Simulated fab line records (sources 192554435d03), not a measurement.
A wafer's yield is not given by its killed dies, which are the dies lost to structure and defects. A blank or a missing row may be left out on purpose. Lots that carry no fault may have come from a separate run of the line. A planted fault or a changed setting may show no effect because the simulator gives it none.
Chamber matching | flow n5Finfet | aldSin-03 running N5_BEOL_M4_ALD_98: 4 sister chambers
The step deposits SiO2, target thk 2.5 nm, pulse time 1 s, co reactant pulse time 1 s. 4 wafers are shown with their chamber, then 8 later ones without.

== WAFERS, EACH WITH ITS CHAMBER ==
wafer  | chamber | heaterPowerW (W)
L089.1 | 3       | 96
L089.2 | 0       | 75
L089.3 | 1       | 79
L089.4 | 2       | 79

== WAFERS MISSING THEIR CHAMBER ==
wafer  | heaterPowerW (W)
L089.5 | 75
L089.6 | 93
L096.1 | 76
L096.2 | 72
L096.3 | 88
L096.4 | 76
L096.5 | 76
L096.6 | 73

== THE CHAMBER EACH PASSED THROUGH ==
wafer  | from the rows above               | in truth
L089.5 | can't be placed: 0 or 1 or 2      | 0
L089.6 | 3                                 | 3
L096.1 | can't be placed: 0 or 1 or 2      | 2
L096.2 | can't be placed: 0 or 1 or 2      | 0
L096.3 | can't be placed: 3 or 1 or 2 or 0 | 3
L096.4 | can't be placed: 0 or 1 or 2      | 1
L096.5 | can't be placed: 0 or 1 or 2      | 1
L096.6 | can't be placed: 0 or 1 or 2      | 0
Correct placement for 1 of the 8. Cannot be placed on the basis of these rows: 7; the candidates contain the true chamber in 7. Wrongly placed: 0.
How it was worked out, from the rows above alone: a wafer's distance from a chamber is the root of the sum, over the readings, of the square of ((its reading less the chamber's mean) divided by the reading's scatter). If the next closest chamber is less than 2 further off than the closest, the wafer can't be placed; otherwise it belongs to the closest. A chamber's mean is the mean of its shown wafers. The scatter: with one shown wafer a chamber, the root of the mean of the squares of how far each hidden wafer lies from its nearest shown one.
